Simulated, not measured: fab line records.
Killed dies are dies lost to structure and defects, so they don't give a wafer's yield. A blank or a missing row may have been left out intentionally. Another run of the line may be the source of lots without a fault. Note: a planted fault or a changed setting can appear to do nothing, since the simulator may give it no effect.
Chamber matching | flow n5-finfet | N5_ILD0_ALD_15 on ald-sin-03 has 4 sister chambers
The step deposits SiNx, target thk 24 nm, pulse time 1 s, ald cycles 480. 8 wafers are shown with their chamber, then 12 later ones without.

## WAFERS PAIRED WITH THEIR CHAMBERS
wafer  | chamber | heater-power-w (W) | precursor-pulse-height-rel
L080.2 | 3       | 836                | 1.017
L080.6 | 3       | 888                | 1.016
L084.6 | 0       | 933                | 0.993
L087.5 | 2       | 905                | 1.017
L087.6 | 1       | 705                | 0.988
L085.1 | 0       | 947                | 1.028
L085.3 | 2       | 910                | 1.014
L085.4 | 1       | 696                | 0.991

## WAFERS MISSING THEIR CHAMBER
wafer  | heater-power-w (W) | precursor-pulse-height-rel
L091.1 | 877                | 1.005
L091.2 | 959                | 1.015
L091.6 | 896                | 1.013
L092.1 | 717                | 1.019
L092.2 | 839                | 1.031
L092.3 | 879                | 1.035
L092.4 | 951                | 1.007
L092.5 | 901                | 0.993
L092.6 | 708                | 1.007
L094.2 | 944                | 0.990
L094.3 | 874                | 1.032
L094.5 | 922                | 1.023

## EACH ONE'S CHAMBER
wafer  | from the rows above          | in truth
L091.1 | can't be placed: 3 or 2      | 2
L091.2 | can't be placed: 0 or 2      | 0
L091.6 | can't be placed: 2 or 3 or 0 | 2
L092.1 | 1                            | 1
L092.2 | 3                            | 3
L092.3 | can't be placed: 3 or 2 or 0 | 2
L092.4 | can't be placed: 0 or 2      | 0
L092.5 | can't be placed: 2 or 0 or 3 | 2
L092.6 | 1                            | 1
L094.2 | can't be placed: 0 or 2      | 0
L094.3 | can't be placed: 3 or 2      | 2
L094.5 | can't be placed: 2 or 0      | 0
Placed correctly: 3 of 12. Cannot be placed on the basis of these rows: 9; the candidates contain the true chamber in 9. Placed wrongly: 0.
How it was worked out, from the rows above alone: a wafer's distance from a chamber is the root of the sum, over the readings, of the square of ((its reading less the chamber's mean) divided by the reading's scatter). The wafer belongs to the nearest chamber; if the next one is less than 2 further off, it can't be placed. Each chamber's mean is taken over the wafers shown for it. The scatter: take each reading less its chamber's mean, square it, sum over the shown wafers, divide by the number of wafers less the number of chambers, and take the root.
